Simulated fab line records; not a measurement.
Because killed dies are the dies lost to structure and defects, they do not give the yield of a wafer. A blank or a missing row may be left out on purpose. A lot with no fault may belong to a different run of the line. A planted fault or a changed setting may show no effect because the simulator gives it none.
Matching of chambers	flow n5 finfet	N5_SD_EPI_P_DESCUM_14 on rie diel-04 has 4 sister chambers
The step chemistry O2, time 7.9 s. 4 wafers are shown with their chamber, then 9 later ones without.

## WAFERS, EACH WITH ITS CHAMBER
wafer	chamber	showerhead plenum p Torr (Torr)
L081.3	0	2.08
L082.5	1	2.06
L091.5	3	2.19
L091.6	2	2.02

## WAFERS WHOSE CHAMBER IS MISSING
wafer	showerhead plenum p Torr (Torr)
L092.1	2.02
L092.2	2.19
L092.5	2.07
L094.3	2.07
L094.4	2.01
L094.5	2.07
L096.2	2.06
L096.3	2.01
L096.4	2.19

## EACH ONE'S CHAMBER
wafer	from the rows above	in truth
L092.1	2	2
L092.2	3	3
L092.5	can't be placed: 1 or 0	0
L094.3	can't be placed: 1 or 0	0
L094.4	2	2
L094.5	can't be placed: 1 or 0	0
L096.2	1	1
L096.3	2	2
L096.4	3	3
Placed correctly: 6 of 9. From these rows, 3 cannot be placed; in 3 the true chamber is one of the candidates. 0 placed wrongly.
How it was worked out, from the rows above alone: a wafer's distance from a chamber is the root of the sum, over the readings, of the square of ((its reading less the chamber's mean) divided by the reading's scatter). The wafer belongs to the nearest chamber; if the next one is less than 2 further off, it can't be placed. The mean given for a chamber averages the wafers shown for that chamber. The scatter: with one shown wafer a chamber, the root of the mean of the squares of how far each hidden wafer lies from its nearest shown one.
